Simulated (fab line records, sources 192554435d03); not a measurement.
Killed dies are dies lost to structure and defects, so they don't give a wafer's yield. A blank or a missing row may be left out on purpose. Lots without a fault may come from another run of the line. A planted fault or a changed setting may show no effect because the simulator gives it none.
Chamber matching | flow n5_finfet | N5_HKMG_FIN_ETCH_32 on rie_diel-01: 4 sister chambers
The step etches SOC in N2/H2, target depth 240 nm, time 300 s. 4 wafers are shown with their chamber, then 9 later ones without.

WAFERS WITH THEIR CHAMBER
wafer  | chamber | showerhead_plenum_p_Torr (Torr)
L081.2 | 2       | 2.41
L085.5 | 1       | 2.65
L089.4 | 3       | 2.58
L089.6 | 0       | 2.63

WAFERS WITHOUT THEIR CHAMBER
wafer  | showerhead_plenum_p_Torr (Torr)
L092.3 | 2.65
L092.4 | 2.63
L092.5 | 2.41
L093.2 | 2.63
L093.4 | 2.58
L093.5 | 2.64
L095.1 | 2.40
L095.4 | 2.64
L095.5 | 2.40

WHICH CHAMBER EACH WENT THROUGH
wafer  | from the rows above     | in truth
L092.3 | 1                       | 1
L092.4 | 0                       | 0
L092.5 | 2                       | 2
L093.2 | 0                       | 0
L093.4 | 3                       | 3
L093.5 | can't be placed: 1 or 0 | 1
L095.1 | 2                       | 2
L095.4 | can't be placed: 1 or 0 | 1
L095.5 | 2                       | 2
Placed correctly: 7 of 9. Can't be placed from these rows: 2 (the true chamber is among the candidates in 2). Placed wrongly: 0.
How it was worked out, from the rows above alone: a wafer's distance from a chamber is the root of the sum, over the readings, of the square of ((its reading less the chamber's mean) divided by the reading's scatter). The wafer belongs to the nearest chamber; if the next one is less than 2 further off, it can't be placed. A chamber's mean is the mean of its shown wafers. The scatter: with one shown wafer a chamber, the root of the mean of the squares of how far each hidden wafer lies from its nearest shown one.
